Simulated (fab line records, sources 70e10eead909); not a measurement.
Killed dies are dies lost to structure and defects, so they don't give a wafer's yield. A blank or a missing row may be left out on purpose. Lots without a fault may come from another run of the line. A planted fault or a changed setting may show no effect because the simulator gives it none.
One fault seen from 3 desks | flow nand_harc | each desk has only its own numbers; what lay behind them comes last

THE METROLOGY DESK
What the gauges read, lot by lot, whatever tool the lot ran on: means of the sampled wafers that have a number. A lot is out of limits, marked OUT, if its mean lies more than 4 standard deviations from the usual mean; the brackets give that distance.
Columns: A = thk_nm at NHARC_A_ONON_D2_THK_MEAS_18, usual 999 nm
lot  | first seen here | A
L131 | day 13 01:11    | 990
L132 | day 13 10:48    | 999
L133 | day 13 10:49    | 1000
L134 | day 14 04:49    | 997
L135 | day 14 20:32    | 997
L136 | day 14 20:32    | 1013
L137 | day 15 08:55    | 1012
L138 | day 15 23:02    | 1003
L139 | day 16 04:52    | 1005
L140 | day 16 12:45    | 1002
L141 | day 17 01:02    | 995
L143 | day 17 08:00    | 1007
L147 | day 19 12:13    | 740 (-37) OUT
L148 | day 20 02:37    | 826 (-25) OUT
L151 | day 21 03:34    | 813 (-27) OUT
This desk's finding: out of limits on L147, L148, L151; first on L147, day 19 12:13 (thk_nm at NHARC_A_ONON_D2_THK_MEAS_18). In limits: L131, L132, L133, L134, L135, L136, L137, L138, L139, L140, L141, L143.

THE DEFECT DESK
What the inspections along the route counted, lot by lot: means of the sampled wafers that have a number. A lot is out of limits, marked OUT, if its mean lies more than 4 standard deviations from the usual mean; the brackets give that distance.
Columns: A = raw_defect_count at NHARC_A_CHANNEL_FILL_D1_INSPECT_13, usual 340
lot  | first seen here | A
L131 | day 11 03:53    | 275
L132 | day 11 12:28    | 266
L133 | day 11 12:28    | 319
L134 | day 12 04:13    | 269
L136 | day 12 23:00    | 479
L135 | day 13 01:49    | 336
L137 | day 13 12:48    | 422
L138 | day 13 19:01    | 226
L139 | day 14 09:26    | 329
L140 | day 14 15:26    | 276
L141 | day 15 01:01    | 280
L143 | day 15 11:25    | 409
L147 | day 17 16:10    | 267
L148 | day 18 05:38    | 428
L151 | day 19 08:17    | 546
This desk's finding: nothing out of limits on any of the 15 lots.

THE TOOL OWNER'S DESK: pecvd_onon-04
The tool's own readings at NHARC_A_ONON_D2_DEP_16 (target thk 1000 nm): means of the sampled wafers that have a number, for each lot that ran on this tool. A lot is out of limits, marked OUT, if its mean lies more than 4 standard deviations from the usual mean; the brackets give that distance.
Columns: A = nh3_flow_sccm at NHARC_A_ONON_D2_DEP_16, usual 499.7 sccm
lot  | first seen here | A
L136 | day 14 20:08    | 498.9
L139 | day 16 04:25    | 499.2
L140 | day 16 12:15    | 501.6
L143 | day 17 07:33    | 498.4
L147 | day 19 11:49    | 501.0
L148 | day 20 02:06    | 502.5
L151 | day 21 03:04    | 498.2
This desk's finding: nothing out of limits on any of the 7 lots.

PUT TOGETHER
The metrology desk could have raised an alarm at day 19 12:13, on L147, L148, L151.
The defect desk saw nothing out of limits.
The tool owner's desk saw nothing out of limits.
The defect desk has L147, L148, L151 on record, within its limits.
The tool owner's desk has L147, L148, L151 on record, within its limits.
Of the lots named, all ran NHARC_A_ONON_D2_DEP_16 on pecvd_onon-04.

WHAT THE SIMULATOR HAD PUT IN
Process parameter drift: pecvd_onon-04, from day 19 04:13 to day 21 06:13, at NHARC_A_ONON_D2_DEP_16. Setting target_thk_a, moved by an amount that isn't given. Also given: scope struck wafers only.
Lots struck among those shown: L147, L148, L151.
Hours from the fault's start to each desk's first reading out of limits: the metrology desk, 8.
